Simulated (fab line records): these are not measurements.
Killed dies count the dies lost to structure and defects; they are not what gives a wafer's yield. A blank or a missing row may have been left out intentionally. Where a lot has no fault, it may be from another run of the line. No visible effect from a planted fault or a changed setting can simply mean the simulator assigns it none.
A lot that was struck, set against a sound lot || flow n5_finfet || 18 steps out of a route of 1938
Sound: wafers L138.1, L138.3, L138.6. Struck: wafer L145.4; the same lot's L145.1 was not struck, so it is left out; see the end for the cause.
Order at every step that has rows: each side's tool, ch and its chambers, its first start. Under that, the readings that differ: sound wafers || struck wafers || difference of the means || sigmas: that difference in standard deviations of wafers without a fault.
alike: words and numbers the same on both sides, and readings whose means are apart by under 2 such deviations; not compared: readings that were withheld, readings missing a value for some wafer, numbers with overlapping values and no deviation given by the record, and bounds like >300 which may hide the same value.
Wherever a step has rows on one side only, a row that says differs or no value, or a row with sigmas, the two part there. Numbers that don't overlap but have no deviation are shown without sigmas and don't part them. A reading that every wafer of one side lacks parts them only if that side has two wafers or more.

N5_BEOL_M1_ANNEAL_82: time 240 s.
  sound: pvd_sputter-03 at day 8 12:43; struck: pvd_sputter-03 at day 10 05:25
  alike: heater_power_w
then, 1 step without rows for these wafers: N5_BEOL_M1_SPUTTER_86 (material Cu, target thk 4.5 nm, time 8.29 s).
N5_BEOL_M1_ANNEAL_87: time 240 s.
  sound: pvd_sputter-03 at day 8 12:56; struck: pvd_sputter-03 at day 10 05:38
  alike: heater_power_w
then, 2 steps without rows for these wafers: N5_BEOL_M1_SPUTTER_88 (material Cu, target thk 4.5 nm, time 8.29 s); N5_BEOL_M1_ANNEAL_89 (time 240 s).
N5_BEOL_M1_SPUTTER_90: material Cu, target thk 4.5 nm, time 8.29 s.
  sound: pvd_sputter-03 at day 8 13:17; struck: pvd_sputter-03 at day 10 06:00
  alike: throttle_valve_pct
then, 2 steps without rows for these wafers: N5_BEOL_M1_ANNEAL_91 (time 240 s); N5_BEOL_M1_SPUTTER_92 (material Cu, target thk 4.5 nm, time 8.29 s).
N5_BEOL_M1_ANNEAL_93: time 240 s.
  sound: pvd_sputter-03 at day 8 13:35; struck: pvd_sputter-03 at day 10 06:18
  alike: heater_power_w
then, 3 steps without rows for these wafers: N5_BEOL_M1_SPUTTER_94 (material Cu, target thk 4.5 nm, time 8.29 s); N5_BEOL_M1_ANNEAL_95 (time 240 s); N5_BEOL_M1_SPUTTER_96 (material Cu, target thk 4.5 nm, time 8.29 s).
N5_BEOL_M1_ECD_50: material Cu, target thk 300 nm.
  sound on ecd_cu-02 ch 0,1, day 8 14:04; struck on ecd_cu-02 ch 1, day 10 06:47
{"reading": "model.Cu_of_BEOL_M1_ECD_50.thk_nm (nm)", "sound": "296 297 303.4", "struck": 213, "difference": -86, "sigmas": ""}
N5_BEOL_M1_ANNEAL_51: time 90 s.
  sound on rtp_anneal-02 ch 0, day 8 14:09; struck on rtp_anneal-01 ch 0, day 10 06:52
  alike: wafer_temp_C_max
N5_BEOL_M1_CMP_52: polishes, stops on SiOC, t overpolish 6.8 s, target thk 40 nm.
  sound on cmp-02 ch 0,2,3, day 8 14:29; struck on cmp-02 ch 2, day 10 07:10
{"reading": "time_to_endpoint_s (s)", "sound": "63 66 62", "struck": 40, "difference": -24, "sigmas": -5}
  alike: head_pressure_psi, motor_current_A, platen_rpm
N5_BEOL_M1_THK_MEAS_53: measures by xrf.
  sound: film_metro-02 at day 8 14:44; struck: film_metro-02 at day 10 07:27
  alike: M1_THK
N5_BEOL_M4_RC_MEAS_101:
  sound on prober-01 ch 0, day 10 10:50; struck on prober-01 ch 0, day 11 15:22
{"reading": "DIBL_N (mV/V)", "sound": "35.7 40.9 33.8", "struck": 28.8, "difference": -8.0, "sigmas": -4}
{"reading": "DIBL_P (mV/V)", "sound": "34.1 40.4 31.5", "struck": 26.1, "difference": -9.2, "sigmas": -4}
{"reading": "IOFF_N (nA/um)", "sound": "0.15 0.25 0.12", "struck": 0.07, "difference": -0.10, "sigmas": -3}
{"reading": "IOFF_P (nA/um)", "sound": "0.19 0.29 0.15", "struck": 0.10, "difference": -0.11, "sigmas": -3}
{"reading": "ION_N (uA/um)", "sound": "686 703 681", "struck": 635, "difference": -55, "sigmas": -3}
{"reading": "ION_P (uA/um)", "sound": "465 473 463", "struck": 444, "difference": -23, "sigmas": -2}
{"reading": "SS_P (mV/dec)", "sound": "72.4 75.2 72.3", "struck": 70.5, "difference": -2.8, "sigmas": -4}
{"reading": "VT_N (mV)", "sound": "248 244 252", "struck": 261, "difference": "+13", "sigmas": "+4"}
{"reading": "VT_P (mV)", "sound": "-251 -246 -254", "struck": -259, "difference": -9, "sigmas": -2}
  alike: SS_N
-- a jump in the record: the struck wafers' starts before and after are 5 days apart (it breaks off in module BEOL_M4 and resumes in module PASSIVATION, where the first step shown is number 1936 of the route) --
N5_PASSIVATION_PROBE_49:
  sound: prober-02 at day 15 00:37; struck: prober-02 at day 16 07:52
{"reading": "sort_bin_8_speed (%)", "sound": "0 0 0", "struck": 1.19, "difference": "+1.19", "sigmas": "+12"}
  alike: defect_limited_yield, killed_at_M0_to_M3, killed_at_M4_up, killed_at_contacts, killed_at_front_end, killed_at_other, killed_dies, killed_open, killed_short, sort_bin_5_function, sort_bin_6_memory, sort_n_pass, sort_yield_pct

WHERE THEY PART
Earliest at N5_BEOL_M1_CMP_52; latest, in this record, at N5_PASSIVATION_PROBE_49.

WHY: what the simulator had put in
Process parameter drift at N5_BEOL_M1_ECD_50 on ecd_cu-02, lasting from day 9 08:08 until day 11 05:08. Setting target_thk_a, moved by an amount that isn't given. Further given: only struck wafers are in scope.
